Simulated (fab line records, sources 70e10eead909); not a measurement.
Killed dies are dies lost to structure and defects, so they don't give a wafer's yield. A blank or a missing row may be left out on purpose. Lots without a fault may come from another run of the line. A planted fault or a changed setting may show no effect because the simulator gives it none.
Chamber matching | flow nand_harc | NHARC_A_CONTACT_ETCH_48 on rie_diel-13: 4 sister chambers
The step etches the open film in CF4, target depth 39 nm, time 65 s. 4 wafers are shown with their chamber, then 10 later ones without.

WAFERS WITH THEIR CHAMBER
wafer  | chamber | showerhead_plenum_p_Torr (Torr)
L083.4 | 2       | 1.80
L085.2 | 3       | 1.81
L088.3 | 1       | 1.69
L088.4 | 0       | 1.88

WAFERS WITHOUT THEIR CHAMBER
wafer  | showerhead_plenum_p_Torr (Torr)
L088.6 | 1.79
L092.4 | 1.79
L092.5 | 1.80
L092.6 | 1.79
L095.2 | 1.69
L095.5 | 1.79
L095.6 | 1.80
L096.2 | 1.79
L096.3 | 1.87
L096.5 | 1.69

WHICH CHAMBER EACH WENT THROUGH
wafer  | from the rows above     | in truth
L088.6 | can't be placed: 2 or 3 | 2
L092.4 | can't be placed: 2 or 3 | 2
L092.5 | can't be placed: 2 or 3 | 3
L092.6 | can't be placed: 2 or 3 | 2
L095.2 | 1                       | 1
L095.5 | can't be placed: 2 or 3 | 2
L095.6 | can't be placed: 2 or 3 | 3
L096.2 | can't be placed: 2 or 3 | 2
L096.3 | 0                       | 0
L096.5 | 1                       | 1
Placed correctly: 3 of 10. Can't be placed from these rows: 7 (the true chamber is among the candidates in 7). Placed wrongly: 0.
How it was worked out, from the rows above alone: a wafer's distance from a chamber is the root of the sum, over the readings, of the square of ((its reading less the chamber's mean) divided by the reading's scatter). The wafer belongs to the nearest chamber; if the next one is less than 2 further off, it can't be placed. A chamber's mean is the mean of its shown wafers. The scatter: with one shown wafer a chamber, the root of the mean of the squares of how far each hidden wafer lies from its nearest shown one.
